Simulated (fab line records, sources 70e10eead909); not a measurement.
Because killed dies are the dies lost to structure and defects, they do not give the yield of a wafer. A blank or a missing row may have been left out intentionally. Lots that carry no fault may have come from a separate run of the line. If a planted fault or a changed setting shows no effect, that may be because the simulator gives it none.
Struck lot and sound lot, side by side + flow nand_harc + 15 out of 1302 route steps
Sound: wafers L474.1, L474.2, L474.6. Struck: wafer L484.6. (L484.4, L484.5 of the same lot were not struck and are left out.) The cause comes at the end.
For every step that has rows: the tool of each side, followed by ch and its chambers, followed by its first start. Under that, the readings that differ: sound wafers + struck wafers + difference of the means + sigmas: that difference in standard deviations of wafers without a fault.
alike: same words and numbers on both sides, and readings whose means sit less than 2 such deviations apart. not compared: any withheld reading, any reading some wafer has no value for, any bound like >300 that may hide the same value, and any number with overlapping values for which the record gives no deviation.
Wherever a step has rows on one side only, a row that says differs or no value, or a row with sigmas, the two part there. Numbers that have no deviation but don't overlap get no sigmas and don't part them. A reading that every wafer of one side lacks parts them only if that side has two wafers or more.

NHARC_A_M1_CD_MEAS_09: the cd target is 120 nm.
  sound on cd_sem-03 ch 0, day 23 21:05; struck on cd_sem-01 ch 0, day 27 17:34
| reading    | sound             | struck | difference | sigmas |
|------------|-------------------|--------|------------|--------|
| cd_nm (nm) | 120.5 120.9 120.1 | 119.3  | -1.2       | -2     |
NHARC_A_M1_OVL_MEAS_10: pitch 240 nm.
  sound on overlay-02 at day 23 21:10; struck on overlay-02 at day 27 17:38
  alike: overlay_x_nm, overlay_y_nm
NHARC_A_M1_INSPECT_11:
  sound on defect_inspect-02 at day 23 21:13; struck on defect_inspect-01 at day 27 17:41
| reading          | sound    | struck | difference | sigmas |
|------------------|----------|--------|------------|--------|
| raw_defect_count | 18 20 18 | 124    | +105       | +3     |
NHARC_A_M1_DESCUM_14: chemistry O2, time 3 s.
  sound on rie_diel-03 ch 0,1,2, day 23 21:17; struck on rie_diel-07 ch 0, day 27 17:45
  alike: drypump_motor_current_A, oes_product_au, rf_vpp_V, showerhead_plenum_p_Torr, throttle_valve_pct
  not compared: rf_hours_counter_h
then, 1 step without rows for these wafers: NHARC_A_M1_ETCH_35 (etches the open film in N2/H2, target depth 40 nm, overetch 12 nm, time 43.94 s).
NHARC_A_M1_ETCH_15: etches the open film in C4F8/Ar, target depth 182.5 nm, time 91.2 s.
  sound: rie_diel-03 ch 1,3; struck: rie_diel-07 ch 3
| reading               | sound             | struck | difference | sigmas |
|-----------------------|-------------------|--------|------------|--------|
| oes_product_au (a.u.) | 0.926 0.921 0.936 | 0.978  | +0.050     | +2     |
  alike: rf_vpp_V
  not compared: rf_hours_counter_h
NHARC_A_M1_CD_MEAS_16:
  sound on cd_sem-01 at day 23 21:34; struck on cd_sem-01 at day 27 18:03
  alike: cd_nm
NHARC_A_M1_STRIP_18: strips in N2/H2.
  sound on rie_diel-07 ch 1,2, day 23 21:39; struck on rie_diel-02 ch 3, day 27 18:08
  alike: drypump_motor_current_A, oes_product_au, rf_vpp_V, showerhead_plenum_p_Torr, throttle_valve_pct
  not compared: rf_hours_counter_h
then, 3 steps without rows for these wafers: NHARC_A_M1_ETCH_28 (etches the open film in CF4/N2, target depth 30 nm, time 72.99 s); NHARC_A_M1_STRIP_19 (strips in post etch residue remover, time 600 s); NHARC_A_M1_DEGAS_29 (time 60 s).
NHARC_A_M1_PRE_CLEAN_30: time 30 s.
  sound on pvd_sputter-02; struck on pvd_sputter-01
  alike: heater_power_w
NHARC_A_M1_PVD_20: deposits TaN, target thk 5 nm, time 8.06 s.
  sound on pvd_sputter-02 at day 23 22:25; struck on pvd_sputter-01 at day 27 18:53
| reading              | sound             | struck | difference | sigmas |
|----------------------|-------------------|--------|------------|--------|
| substrate_temp_c (C) | 49.99 49.94 49.76 | 50.16  | +0.26      | +2     |
| time_s (s)           | 8.06 8.06 8.06    | 5.3716 | -2.6884    |        |
  alike: throttle_valve_pct
NHARC_A_M1_PVD_21: deposits Cu, target thk 30 nm, time 20.49 s.
  sound on pvd_sputter-02; struck on pvd_sputter-01
  alike: substrate_temp_c, throttle_valve_pct
  not compared: time_s
NHARC_END_SORT_01:
  sound on prober-02 ch 0, day 25 12:41; struck on prober-01 ch 0, day 29 17:37
| reading                  | sound          | struck | difference | sigmas |
|--------------------------|----------------|--------|------------|--------|
| defect_limited_yield (%) | 95.6 95.9 96.2 | 88.6   | -7.3       | -3     |
| killed_at_array          | 18 21 18       | 77     | +58        | +3     |
| killed_at_periphery      | 11 7 6         | 0      | -8         | -3     |
| killed_dies              | 30 28 26       | 77     | +49        | +3     |
| sort_bin_4_pct (%)       | 2.7 3.0 2.2    | 7.1    | +4.5       | +3     |
| sort_n_pass              | 647 649 651    | 600    | -49        | -3     |
| sort_yield_pct (%)       | 95.6 95.9 96.2 | 88.6   | -7.3       | -3     |
  alike: killed_at_other, killed_open, killed_short, sort_bin_2_pct, sort_bin_3_pct, sort_rim_yield_pct

== WHERE THEY PART ==
Earliest at NHARC_A_M1_CD_MEAS_09; latest, in this record, at NHARC_END_SORT_01.

WHY: whatever the simulator had introduced
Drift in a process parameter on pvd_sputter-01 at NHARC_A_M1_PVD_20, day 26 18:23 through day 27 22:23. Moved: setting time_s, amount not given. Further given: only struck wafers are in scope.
